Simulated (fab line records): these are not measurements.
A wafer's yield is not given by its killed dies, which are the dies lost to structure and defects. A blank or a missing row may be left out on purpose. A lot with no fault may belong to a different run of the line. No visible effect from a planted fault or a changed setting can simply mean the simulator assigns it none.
Chamber matching -- flow n5 finfet -- 4 sister chambers for N5_BEOL_M7_CMP_52 on cmp-02
The step polishes, stops on SiCOH lowk, t overpolish 6.9 s, target thk 80 nm. 14 wafers are shown with their chamber, then 7 later ones without.

WAFERS WITH THEIR CHAMBER
wafer,chamber,motor current A (A),edge zone pressure frac,barrier field endpoint s (s)
L491.2,0,6.2,0.999,28.7
L491.3,2,6.1,0.991,29.0
L491.5,2,6.1,1.000,29.4
L492.2,2,6.2,1.001,28.0
L492.4,0,6.1,0.998,28.0
L492.6,3,6.1,1.005,29.7
L505.2,3,6.2,1.003,29.6
L505.3,1,5.7,0.998,29.3
L505.5,0,6.1,1.002,29.8
L507.1,0,6.3,1.011,28.5
L507.3,1,5.9,0.996,29.2
L507.6,3,6.3,1.001,29.2
L508.2,1,6.0,0.999,28.4
L508.5,0,6.0,0.994,28.8

SIGNATURES (means of the wafers above)
reading,chamber 0,chamber 1,chamber 2,chamber 3,scatter within a chamber
motor current A,6.140,5.867,6.133,6.200,0.112
edge zone pressure frac,1.00080,0.99767,0.99733,1.00300,0.00486
barrier field endpoint s,28.760,28.967,28.800,29.500,0.583
Rule: for each reading, subtract the chamber's mean from the wafer's reading, divide by that reading's scatter and square the result; add these up over the readings and take the root, which gives the wafer's distance from the chamber. The wafer belongs to the nearest chamber; if the next one is less than 2 further off, it can't be placed. The scatter is the square root of a quotient: the sum, over the shown wafers, of each reading's squared deviation from its chamber's mean, divided by wafers minus chambers.

WAFERS WITH NO CHAMBER GIVEN
wafer,motor current A (A),edge zone pressure frac,barrier field endpoint s (s)
L508.6,5.6,0.998,29.6
L511.2,6.3,0.995,29.0
L511.5,5.7,0.994,29.4
L511.6,5.8,1.000,28.6
L514.2,6.0,1.004,28.7
L514.3,5.9,0.990,28.6
L514.5,6.4,0.998,28.9

EACH ONE'S CHAMBER
wafer,from the rows above,in truth
L508.6,1,1
L511.2,can't be placed: 2 or 0 or 3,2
L511.5,1,1
L511.6,1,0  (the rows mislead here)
L514.2,can't be placed: 0 or 1 or 2 or 3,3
L514.3,can't be placed: 1 or 2 or 0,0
L514.5,can't be placed: 3 or 2 or 0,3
Correct placement for 2 of the 7. Not placeable from these rows: 4 (in 4, the candidates include the true chamber). 1 placed wrongly.
